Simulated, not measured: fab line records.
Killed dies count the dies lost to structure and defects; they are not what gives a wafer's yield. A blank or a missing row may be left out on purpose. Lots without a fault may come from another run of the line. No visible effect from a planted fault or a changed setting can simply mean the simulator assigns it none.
fab line records | flow n5Finfet
record lots=7 wafers=21 lastDay=17
route steps=1938 shown BEOL_M8@1357 PASSIVATION@1936
lots that met no fault: from a run of the same line without faults
startH: the number of hours between the record's first day and the start of the first shown wafer of the lot | waitH: how many hours have passed since the lot's step before this one | " identical to the entry in the row above | L1.1+2: one row covering several wafers at once | - either no value or no given start | * or withheld: withheld | < > ~ a bound
route shown NAME@n: names a module that has steps shown in the file, with the first one's number in the route | usual: average and standard deviation across the fault-free wafers | same: alike in all rows | chamber/n: place in a boat | sites: the reading at each site | _std_site: the values' standard deviation | _edge_site: the outer-site mean with the inner-site mean subtracted | radiusMm: how far each site lies from the wafer's centre | mask NAME#n: copy n | behind: tool/chamber where the wafer was last shaped | hold: the reason the lot was held/the length of the hold in hours/how it ended | device: transistor that didn't switch, given as n, p or np | end of line: tests of these same wafers at the route's end | step lacking rows: just its recipe | killed: the dies lost at the first sort to structure and to defects; this is not the yield of the wafer | map: the dies of a wafer, with x for killed, . for not killed, _ for no die there
set.NAME: the setting the step ran with; set.NAME@STEP: the setting that earlier step ran with | model.NAME: the simulator's own value behind a step, which no gauge read
a table for each step, a row for each wafer; lots at some steps of the route
services: from which hour (startH, from the record's first day; less than 0 if before it) a tool's chamber was out of use, for how many hours, and why
## steps
# step N5_BEOL_M8_COAT_64
# recipe resist=SiARC tempC=220 timeS=60 spinRpm=1500 resistThkNm=12
# step N5_BEOL_M8_COAT_71
# recipe resist=underlayer tempC=205 timeS=60 spinRpm=1500 resistThkNm=5
# step N5_BEOL_M8_COAT_22
# recipe resist=CAR-EUV spinRpm=1500 resistThkNm=30
# step N5_BEOL_M8_EBR_24
# recipe solvent=PGMEA ebrWidthMm=1.5
# step N5_BEOL_M8_SOFTBAKE_23
# recipe tempC=110 timeS=60 resist=CAR-EUV
# step N5_BEOL_M8_EXPOSE_25
# recipe maskId=V7 na=0.33 sourceShape=annular sigmaInner=0.4 sigmaOuter=0.8 polarization=unpolarized targetCdNm=40 doseMj=42.5
# step N5_BEOL_M8_PEB_26
# recipe pebTempC=100 pebTimeS=60 resist=CAR-EUV
# step N5_BEOL_M8_DEVELOP_27
# recipe developTimeS=30 developer=TMAH resist=CAR-EUV rinseLiquid=surfactantRinse dry=airSpin devTempC=23
# step N5_BEOL_M8_CD_MEAS_28
# recipe targetCdNm=40 landingEnergyEv=500 detector=seInlens
# usual cdNm=39.93/0.24
# columns lot.wafer tool chamber startH waitH cdNm
L958.1 cdSem-01 0 236.59 - 39.71
L958.4 " 0 " " 39.40
L958.6 " 0 " " 39.37
L961.1 cdSem-02 0 264.32 - 40.30
L961.4 " 0 " " 40.23
L961.6 " 0 " " 39.92
L966.1 cdSem-03 0 286.17 - 40.17
L966.2 " 0 " " 39.93
L966.3 " 0 " " 39.56
L965.2 cdSem-02 0 286.21 - 40.09
L965.4 " 0 " " 39.71
L965.6 " 0 " " 39.56
L967.3 cdSem-03 0 288.37 - 40.12
L967.4 " 0 " " 39.47
L967.6 " 0 " " 40.21
L971.2 cdSem-01 0 328.74 - 39.98
L971.3 " 0 " " 39.77
L971.5 " 0 " " 39.77
L974.1 cdSem-01 0 333.58 - 39.46
L974.3 " 0 " " 39.89
L974.4 " 0 " " 40.11
# step N5_BEOL_M8_OVL_MEAS_29
# recipe pointsPerWafer=522
# usual V7_OVL=0.1/0.71
# columns lot.wafer tool chamber startH waitH V7_OVL[nm]
L958.1 overlay-01 0 236.65 0.1 1.1
L958.4 " 0 " " 0.8
L958.6 " 0 " " 0.7
L961.1 overlay-02 0 264.35 0.0 0.3
L961.4 " 0 " " -0.1
L961.6 " 0 " " 0.8
L966.1 overlay-01 0 286.20 0.0 -0.5
L966.2 " 0 " " -0.2
L966.3 " 0 " " -0.3
L965.2 overlay-01 0 286.25 0.0 0.1
L965.4 " 0 " " -0.3
L965.6 " 0 " " -0.5
L967.3 overlay-02 0 288.41 0.0 -0.3
L967.4 " 0 " " -0.5
L967.6 " 0 " " 0.3
L971.2 overlay-02 0 328.77 0.0 0.4
L971.3 " 0 " " 0.7
L971.5 " 0 " " 1.1
L974.1 overlay-01 0 333.64 0.1 0.3
L974.3 " 0 " " 0.3
L974.4 " 0 " " 0.5
# step N5_BEOL_M8_INSPECT_30
# recipe mode=adi inspectInstrument=brightfield
# usual rawDefectCount=402/98
# columns lot.wafer tool chamber startH waitH rawDefectCount
L958.1 defectInspect-01 - 236.71 0.1 365
L958.4 " - " " 351
L958.6 " - " " 358
L961.1 defectInspect-02 - 264.40 0.1 321
L961.4 " - " " 281
L961.6 " - " " 267
L966.1 defectInspect-02 - 286.26 0.1 487
L966.2 " - " " 452
L966.3 " - " " 356
L965.2 defectInspect-02 - 286.30 0.0 422
L965.4 " - " " 308
L965.6 " - " " 299
L967.3 defectInspect-02 - 288.46 0.0 520
L967.4 " - " " 342
L967.6 " - " " 501
L971.2 defectInspect-02 - 328.82 0.0 381
L971.3 " - " " 315
L971.5 " - " " 574
L974.1 defectInspect-02 - 333.70 0.1 390
L974.3 " - " " 418
L974.4 " - " " 473
# step N5_BEOL_M8_DESCUM_33
# recipe chemistry=O2 timeS=7 sourcePowerW=50 biasPowerW=20 pressureMtorr=20 rfFrequencyHz=2.712e+07 tempC=40 resist=CAR-EUV o2FlowSccm=225
# usual drypumpMotorCurrentA=5.4/0.51 oesProductAu=0.83/0.084 rfVppV=243.9/1.4 showerheadPlenumPTorr=2.14/0.076 throttleValvePct=20.41/0.18
# columns lot.wafer tool chamber startH waitH drypumpMotorCurrentA oesProductAu rfHoursCounterH rfVppV showerheadPlenumPTorr throttleValvePct
L958.1 rieDiel-05 1 237.01 0.3 5.3 0.90 19 246.0 2.21 20.40
L958.4 " 3 " " 6.3 0.91 31 244.1 2.13 20.27
L958.6 " 3 " " 6.4 0.90 - 243.3 2.13 20.25
L961.1 rieDiel-05 1 264.44 0.0 5.3 0.87 30 245.0 2.21 20.42
L961.4 " 2 " " 5.3 0.84 - 244.2 2.12 20.17
L961.6 " 0 " " 4.8 0.93 - 246.1 2.25 20.53
L966.1 rieDiel-05 1 286.29 0.0 5.3 0.87 41 245.6 2.20 20.44
L966.2 " 2 " " 5.3 0.83 92 243.9 2.12 20.19
L966.3 " 0 " " 4.8 0.92 31 246.7 2.24 20.55
L965.2 rieDiel-05 0 286.69 0.4 4.8 0.91 31 245.9 2.24 20.55
L965.4 " 1 " " 5.3 0.87 - 244.9 2.20 20.43
L965.6 " 2 " " 5.3 0.83 - 245.1 2.11 20.20
L967.3 rieDiel-05 2 288.49 0.0 5.3 0.82 93 244.7 2.12 20.17
L967.4 " 1 " " 5.3 0.87 - 246.1 2.20 20.45
L967.6 " 0 " " 4.8 0.91 - 245.5 2.24 20.54
L971.2 rieDiel-04 1 328.86 0.0 5.9 0.88 34 245.6 2.15 20.83
L971.3 " 2 " " 5.7 0.86 58 242.4 2.02 20.29
L971.5 " 2 " " 5.7 0.86 - 242.0 2.02 20.30
L974.1 rieDiel-06 1 334.27 0.6 4.8 0.94 7 242.9 2.03 20.15
L974.3 " 0 " " 6.3 0.90 28 241.4 2.03 20.40
L974.4 " 3 " " 5.9 0.75 159 244.1 2.09 20.51
# step N5_BEOL_M8_ETCH_72
# recipe chemistry=N2/H2 target=underlayer targetDepthA=65 maskMaterial=CAR-EUV timeS=5.2 ionEnergyEv=200 pressureMtorr=30 sourceW=840 biasW=150 n2FlowSccm=200 h2FlowSccm=200 ends=cleared
# usual drypumpMotorCurrentA=5.4/0.51 etchRfOnTimeS=5.09/0.16 oesProductAu=0.71/0.08 rfVppV=525.4/2.5 showerheadPlenumPTorr=2.60/0.085 throttleValvePct=17.83/0.19
# columns lot.wafer tool chamber startH waitH drypumpMotorCurrentA etchRfOnTimeS oesProductAu rfHoursCounterH rfVppV showerheadPlenumPTorr throttleValvePct
L958.1 rieDiel-05 1 237.05 0.0 5.3 4.98 0.79 19 528.6 2.71 17.99
L958.4 " 3 " " 6.3 5.06 0.77 31 523.7 2.60 17.74
L958.6 " 3 " " 6.3 4.99 0.77 - 524.6 2.60 17.76
L961.1 rieDiel-05 1 264.47 0.0 5.3 4.98 0.77 30 528.1 2.71 18.00
L961.4 " 2 " " 5.3 5.26 0.70 - 524.4 2.56 17.50
L961.6 " 0 " " 4.8 4.78 0.83 - 527.7 2.71 17.79
L966.1 rieDiel-05 1 286.33 0.0 5.3 3.27 0.99 41 527.8 2.70 18.07
L966.2 " 2 " " 5.3 5.24 0.68 92 524.8 2.56 17.54
L966.3 " 0 " " 4.8 4.77 0.82 31 525.0 2.70 17.80
L965.2 rieDiel-05 0 286.73 0.0 4.8 4.75 0.82 31 525.4 2.70 17.82
L965.4 " 1 " " 5.3 3.31 0.98 - 525.4 2.70 18.08
L965.6 " 2 " " 5.3 5.17 0.69 - 526.4 2.56 17.52
L967.3 rieDiel-05 2 288.53 0.0 5.3 5.27 0.67 93 522.2 2.56 17.49
L967.4 " 1 " " 5.4 3.28 0.97 - 528.8 2.70 18.05
L967.6 " 0 " " 4.8 4.78 0.82 - 528.4 2.70 17.79
L971.2 rieDiel-04 1 328.89 0.0 5.9 4.95 0.76 34 525.3 2.58 18.00
L971.3 " 2 " " 5.6 5.28 0.73 58 522.7 2.46 17.72
L971.5 " 2 " " 5.7 5.26 0.73 - 520.2 2.46 17.73
L974.1 rieDiel-06 1 334.30 0.0 4.8 5.11 0.82 7 525.7 2.48 17.61
L974.3 " 0 " " 6.2 5.10 0.76 28 521.8 2.50 17.90
L974.4 " 3 " " 5.9 5.19 0.63 159 524.8 2.54 17.93
# step N5_BEOL_M8_ETCH_65
# recipe chemistry=CF4 target=SiARC targetDepthA=156 maskMaterial=CAR-EUV timeS=26 ionEnergyEv=80 pressureMtorr=40 sourceW=545 biasW=36 Ar_flow_sccm=100 cf4FlowSccm=100 ends=cleared
# usual drypumpMotorCurrentA=5.4/0.51 etchRfOnTimeS=25.7/0.75 oesProductAu=0.71/0.079 rfVppV=184.6/1.1 showerheadPlenumPTorr=2.18/0.07 throttleValvePct=15.57/0.2
# columns lot.wafer tool chamber startH waitH drypumpMotorCurrentA etchRfOnTimeS oesProductAu rfHoursCounterH rfVppV showerheadPlenumPTorr throttleValvePct
L958.1 rieDiel-05 1 237.07 0.0 5.3 25.5 0.79 19 185.7 2.26 15.57
L958.4 " 3 " " 6.3 25.4 0.77 31 183.5 2.17 15.36
L958.6 " 3 " " 6.3 25.4 0.76 - 184.9 2.17 15.37
L961.1 rieDiel-05 1 264.49 0.0 5.3 25.2 0.77 30 185.0 2.25 15.59
L961.4 " 2 " " 5.3 25.8 0.70 - 184.5 2.15 15.22
L961.6 " 0 " " 4.8 24.1 0.83 - 186.2 2.28 15.49
L966.1 rieDiel-05 1 286.34 0.0 5.3 24.8 0.76 41 185.4 2.25 15.61
L966.2 " 2 " " 5.3 25.7 0.69 92 185.7 2.14 15.26
L966.3 " 0 " " 4.8 24.3 0.81 31 185.8 2.27 15.51
L965.2 rieDiel-05 0 286.74 0.0 4.8 24.1 0.81 31 186.0 2.27 15.49
L965.4 " 1 " " 5.3 25.1 0.76 - 185.4 2.25 15.61
L965.6 " 2 " " 5.3 25.7 0.68 - 182.8 2.14 15.24
L967.3 rieDiel-05 2 288.55 0.0 5.3 26.1 0.68 93 183.9 2.14 15.24
L967.4 " 1 " " 5.3 25.1 0.75 - 185.1 2.25 15.60
L967.6 " 0 " " 4.8 24.2 0.80 - 184.4 2.27 15.50
L971.2 rieDiel-04 1 328.91 0.0 5.8 24.9 0.77 34 185.0 2.18 15.80
L971.3 " 2 " " 5.7 26.7 0.72 58 184.2 2.07 15.48
L971.5 " 2 " " 5.6 26.5 0.72 - 184.8 2.07 15.50
L974.1 rieDiel-06 1 334.32 0.0 4.8 25.7 0.81 7 184.0 2.10 15.41
L974.3 " 0 " " 6.2 25.4 0.77 28 182.3 2.09 15.62
L974.4 " 3 " " 5.9 26.5 0.62 159 183.9 2.13 15.71
# step N5_PASSIVATION_PROBE_49
# usual defectLimitedYield=91.4/1.5 killed_at_M0_to_M3=36/11 killed_at_M4_up=14/6 killedAtContacts=11/6 killedAtFrontEnd=37/11 killedAtOther=4/3.4 killedDies=102/18 killedOpen=66/13 killedShort=34/7.8 sort_bin_4_leakage=0.00/0.017 sort_bin_5_function=5.0/0.97 sort_bin_6_memory=3.2/0.7 sort_bin_8_speed=0.0/0.38 sortNPass=1078/19 sortYieldPct=91.3/1.6
# same grossDies=1180 killedAtBackSide=0
# columns lot.wafer tool chamber startH waitH defectLimitedYield[%] killed_at_M0_to_M3 killed_at_M4_up killedAtContacts killedAtFrontEnd killedAtOther killedDies killedOpen killedShort sort_bin_4_leakage[%] sort_bin_5_function[%] sort_bin_6_memory[%] sort_bin_8_speed[%] sortNPass sortYieldPct[%]
L961.1 prober-01 - 332.17 0.0 88.6 45 20 10 58 2 135 89 46 0 7.1 3.8 0 1045 88.6
L961.4 prober-01 - 332.32 0.2 91.1 50 9 8 37 1 105 70 31 0 4.7 3.6 0 1075 91.1
L961.6 prober-01 - 332.42 0.3 92.2 54 9 5 21 3 92 61 29 0 4.8 2.6 0 1088 92.2
# killed by level:class
L961.1 FIN_SAQP:geometricParticle:open=15 BEOL_M0_SAQP:geometricParticle:short=13 FIN_SAQP:geometricParticle:short=12 BEOL_M1:geometricParticle:open=11 STI_FIN_REVEAL:geometricParticle:open=9 MOL_CONTACT_COAG:geometricParticle:open=9 BEOL_M2:geometricParticle:open=9 BEOL_M8:geometricParticle:open=8
L961.4 BEOL_M1:geometricParticle:open=23 BEOL_M0_SAQP:geometricParticle:short=12 FIN_SAQP:geometricParticle:open=9 MOL_CONTACT_COAG:geometricParticle:open=8 BEOL_M0_SAQP:geometricParticle:open=8 GATE_CUT:geometricParticle:open=5 GATE_CUT:geometricParticle:short=5 STI_FIN_REVEAL:geometricParticle:open=3
L961.6 BEOL_M1:geometricParticle:open=15 BEOL_M0_SAQP:geometricParticle:open=12 BEOL_M0_SAQP:geometricParticle:short=8 FIN_SAQP:geometricParticle:open=6 STI_FIN_REVEAL:geometricParticle:open=5 BEOL_M3:geometricParticle:short=5 MOL_CONTACT_COAG:geometricParticle:open=4 BEOL_M2:geometricParticle:open=4
## services
# columns tool chamber startH hours kind
rieDiel-04 1 214.39 - clean
rieDiel-04 1 214.39 - consumableReplace:focusRing
rieDiel-04 1 214.39 16.8 scheduledDown
rieDiel-04 1 214.39 16.8 ventCycle
rieDiel-04 1 235.62 8.8 repair
rieDiel-05 3 239.05 115.1 repair
rieDiel-06 1 300.87 - clean
rieDiel-06 1 300.87 - consumableReplace:focusRing
rieDiel-06 1 300.87 19.6 scheduledDown
rieDiel-06 1 300.87 19.6 ventCycle
## key
firstSign step=N5_BEOL_M8_ETCH_72 reading=etchRfOnTimeS direction=down sigmas=11 usual=* struck=*
effect step=N5_BEOL_M8_ETCH_72 reading=oesProductAu direction=up sigmas=3.4 usual=0.71 struck=0.98
metAt N5_BEOL_M8_ETCH_72
struckWafers L965.4,L966.1,L967.4
onsetBetween 264.47 286.33
fault kind=processParameterDrift tool=rieDiel-05 chamber=1 onsetH=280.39 steps=N5_BEOL_M8_ETCH_72 channel=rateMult offset=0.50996 shape=step endH=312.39
